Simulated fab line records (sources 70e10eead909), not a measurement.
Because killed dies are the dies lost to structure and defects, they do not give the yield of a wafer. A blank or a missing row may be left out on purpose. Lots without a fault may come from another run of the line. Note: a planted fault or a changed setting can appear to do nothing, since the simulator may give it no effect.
Which tool is to blame?    flow nand_harc    Sampling: 10 lots, 30 wafers, 6 of 1302 route steps

WHAT EACH GAUGE READ, for each wafer
NHARC_P_M2_CD_MEAS_09 targets a cd of 170 nm.
lot   measured      on         cd_nm (nm)
L355  day 6 10:56   cd_sem-02  170.3 171.0 170.5
L356  day 6 21:58   cd_sem-03  169.9 170.5 170.2
L359  day 8 14:24   cd_sem-02  170.6 170.9 170.6
L362  day 9 17:47   cd_sem-02  170.6 170.5 170.6
L364  day 10 05:08  cd_sem-01  154.2 154.3 154.8 154.3 154.3 154.4
L367  day 11 04:01  cd_sem-01  155.1 154.5 154.7 154.9 154.3 154.9
L374  day 14 05:25  cd_sem-03  169.6 170.0 168.7
L375  day 15 02:04  cd_sem-02  169.5 168.9 168.3
L376  day 15 03:53  cd_sem-03  169.6 170.1 170.8
L377  day 15 18:20  cd_sem-01  170.2 170.1 170.4

NHARC_END_SORT_01.
lot   measured      on         defect_limited_yield (%)  killed_at_array  killed_at_other  killed_at_periphery  killed_dies  killed_open  killed_short  sort_bin_2_pct (%)  sort_bin_3_pct (%)  sort_bin_4_pct (%)  sort_n_pass  sort_rim_yield_pct (%)  sort_yield_pct (%)
L355  day 24 22:18  prober-01  91.0 89.2 92.9            56 62 38         1 1 0            4 10 10              61 73 48     2 1 7        1 4 2         3.5 4.6 2.4         0.7 1.3 1.0         4.7 4.9 3.7         616 604 629  89 97 86                91.0 89.2 92.9
L362  day 28 03:37  prober-02  94.8 96.0 96.0            32 17 21         0 1 1            3 9 5                35 27 27     1 4 2        4 2 1         1.0 0.4 1.5         0.1 0.1 0.1         4.0 3.4 2.4         642 650 650  97 91 96                94.8 96.0 96.0
L364  day 28 12:13  prober-02  93.4 93.1 90.4            36 39 56         1 0 0            8 8 9                45 47 65     4 5 5        3 0 4         2.2 3.0 3.4         0.7 0.1 0.6         3.7 3.8 5.6         632 630 612  87 92 91                93.4 93.1 90.4
L367  day 28 22:02  prober-01  90.1 91.1 90.3            62 55 59         0 0 0            5 5 7                67 60 66     3 5 4        1 2 2         4.6 4.1 3.4         0.7 0.4 0.6         4.6 4.3 5.8         610 617 611  85 89 89                90.1 91.1 90.3
L374  day 32 08:52  prober-01  86.0 89.4 89.1            89 71 70         1 0 0            5 1 4                95 72 74     1 4 3        0 2 1         4.7 4.1 3.1         0.7 0.6 0.9         8.6 5.9 6.9         582 605 603  86 81 83                86.0 89.4 89.1

TOOL THAT RAN EACH LOT (tool first, then ch and the chambers of the sampled wafers, then the start)
lot   NHARC_P_M1_STRIP_18                 NHARC_P_M2_PEB_07                  NHARC_P_M2_ETCH_28                             NHARC_P_M2_DEGAS_29
L355  rie_diel-11 ch 0,1, day 6 07:21     litho_track-04 ch 0, day 6 10:51   rie_diel-04 ch 0,1, day 6 12:08 or earlier     pvd_sputter-03, day 6 12:08
L356  rie_diel-08 ch 0,1,3, day 6 17:52   litho_track-01 ch 0, day 6 21:53   rie_diel-09 ch 1,3, day 6 23:32 or earlier     pvd_sputter-01, day 6 23:32
L359  rie_diel-08 ch 1,2, day 8 10:43     litho_track-04 ch 0, day 8 14:19   rie_diel-01 ch 0,1,3, day 8 15:38 or earlier   pvd_sputter-02, day 8 15:38
L362  rie_diel-08 ch 0,3, day 9 14:14     litho_track-01 ch 0, day 9 17:42   rie_diel-04 ch 1,2,3, day 9 18:59 or earlier   pvd_sputter-03, day 9 18:59
L364  rie_diel-08 ch 1,2, day 10 01:27    litho_track-01 ch 0, day 10 05:03  rie_diel-01 ch 1,2,3, day 10 09:43 or earlier  pvd_sputter-01, day 10 09:43
L367  rie_diel-07 ch 1,2,3, day 11 00:37  litho_track-01 ch 0, day 11 03:55  rie_diel-01 ch 2,3, day 11 11:34 or earlier    pvd_sputter-03, day 11 11:34
L374  rie_diel-08 ch 1,3, day 14 01:48    litho_track-06 ch 0, day 14 05:20  rie_diel-09 ch 0,1,2, day 14 06:37 or earlier  pvd_sputter-03, day 14 06:37
L375  rie_diel-08 ch 0,1,3, day 14 22:29  litho_track-06 ch 0, day 15 02:00  rie_diel-01 ch 0,2,3, day 15 03:17 or earlier  pvd_sputter-01, day 15 03:17
L376  rie_diel-08 ch 0,1,3, day 15 00:19  litho_track-01 ch 0, day 15 03:49  rie_diel-09 ch 0,2,3, day 15 05:09 or earlier  pvd_sputter-03, day 15 05:09
L377  rie_diel-08 ch 0,2, day 15 14:43    litho_track-04 ch 0, day 15 18:15  rie_diel-01 ch 1,2,3, day 15 19:32 or earlier  pvd_sputter-02, day 15 19:32
- NHARC_P_M1_STRIP_18: strips in N2/H2.
- NHARC_P_M2_PEB_07: peb time 65 s.
- NHARC_P_M2_ETCH_28: etches the open film in CF4/N2, target depth 30 nm, time 72.99 s.
- NHARC_P_M2_DEGAS_29: time 60 s.

WHAT THE TOOLS THEMSELVES READ (means of the sampled wafers that have a number; where no wafer has one, the mark that the record gives instead)
NHARC_P_M1_STRIP_18.
lot   tool         drypump_motor_current_A (A)  oes_product_au (a.u.)  rf_vpp_V (V)  showerhead_plenum_p_Torr (Torr)  throttle_valve_pct (%)
L355  rie_diel-11  6.0                          0.995                  89.5          1.98                             14.169
L356  rie_diel-08  5.5                          1.013                  90.5          2.07                             14.170
L359  rie_diel-08  6.0                          0.994                  90.4          2.08                             14.175
L362  rie_diel-08  5.8                          0.994                  90.9          2.06                             14.178
L364  rie_diel-08  6.0                          0.987                  91.1          2.08                             14.174
L367  rie_diel-07  5.8                          0.998                  90.6          2.05                             14.185
L374  rie_diel-08  5.6                          1.002                  90.4          1.98                             14.172
L375  rie_diel-08  5.5                          1.004                  91.5          2.07                             14.168
L376  rie_diel-08  5.5                          1.002                  90.6          2.07                             14.175
L377  rie_diel-08  6.0                          1.006                  90.8          2.11                             14.175

NHARC_P_M2_PEB_07.
lot   tool            heater_power_total_W (W)  resist_line_temp_C (C)
L355  litho_track-04  156.9                     23.01
L356  litho_track-01  156.7                     23.01
L359  litho_track-04  157.0                     22.95
L362  litho_track-01  156.6                     22.95
L364  litho_track-01  197.7                     22.93
L367  litho_track-01  197.9                     23.10
L374  litho_track-06  156.6                     23.10
L375  litho_track-06  156.5                     23.07
L376  litho_track-01  156.7                     22.84
L377  litho_track-04  156.7                     22.98

NHARC_P_M2_ETCH_28.
lot   tool         drypump_motor_current_A (A)  oes_product_au (a.u.)  rf_vpp_V (V)  showerhead_plenum_p_Torr (Torr)  throttle_valve_pct (%)
L355  rie_diel-04  5.7                          0.999                  314.7         2.67                             19.795
L356  rie_diel-09  5.4                          1.003                  312.5         2.54                             19.798
L359  rie_diel-01  6.1                          1.006                  314.6         2.66                             19.795
L362  rie_diel-04  5.5                          0.985                  312.3         2.51                             19.802
L364  rie_diel-01  6.0                          1.004                  315.0         2.68                             19.786
L367  rie_diel-01  5.8                          1.000                  314.0         2.64                             19.799
L374  rie_diel-09  5.2                          0.986                  312.2         2.56                             19.795
L375  rie_diel-01  5.9                          1.006                  313.1         2.62                             19.796
L376  rie_diel-09  5.5                          0.995                  314.0         2.59                             19.801
L377  rie_diel-01  5.9                          1.014                  315.3         2.68                             19.791

NHARC_P_M2_DEGAS_29.
lot   tool            heater_power_w (W)
L355  pvd_sputter-03  364
L356  pvd_sputter-01  267
L359  pvd_sputter-02  334
L362  pvd_sputter-03  355
L364  pvd_sputter-01  287
L367  pvd_sputter-03  347
L374  pvd_sputter-03  370
L375  pvd_sputter-01  290
L376  pvd_sputter-03  366
L377  pvd_sputter-02  365

THE ANSWER, worked out from the rows above alone
Rule: what is usual is taken from the lots themselves. Put in order of their means at a reading, lots are off if they are a third of the lots or fewer, leave a main group of 4 or more, and stand apart from it by a gap of 3 or more times the standard deviation of the main group's means; of several such gaps the widest counts. A main group whose means are all the same, to the digits that the tables above print for the reading, isn't used. Also off: a lot with no number at a reading for which 4 or more lots have one. The other lots that the step has rows for count as sound. Order of review: gauges by route order, followed by the tools' own readings, for which a lot's mean as printed above is used. At the first step where some lot is off, the reading lying furthest off is the one used; lots without a number count as furthest.
Off: L364, L367 (NHARC_P_M2_CD_MEAS_09, cd_nm). The main group has a mean of 170.1 nm with a standard deviation of 0.59.
A tool fits if, at a process step before that reading, it ran every lot that is off, and no sound lot after the first of them. The gauges at NHARC_P_M2_CD_MEAS_09 aren't tried: what is off there is off at NHARC_P_M2_PEB_07 too, on other tools, and a gauge's error can't cause that. None of those tried fits.

WHAT WAS PUT IN BY THE SIMULATOR
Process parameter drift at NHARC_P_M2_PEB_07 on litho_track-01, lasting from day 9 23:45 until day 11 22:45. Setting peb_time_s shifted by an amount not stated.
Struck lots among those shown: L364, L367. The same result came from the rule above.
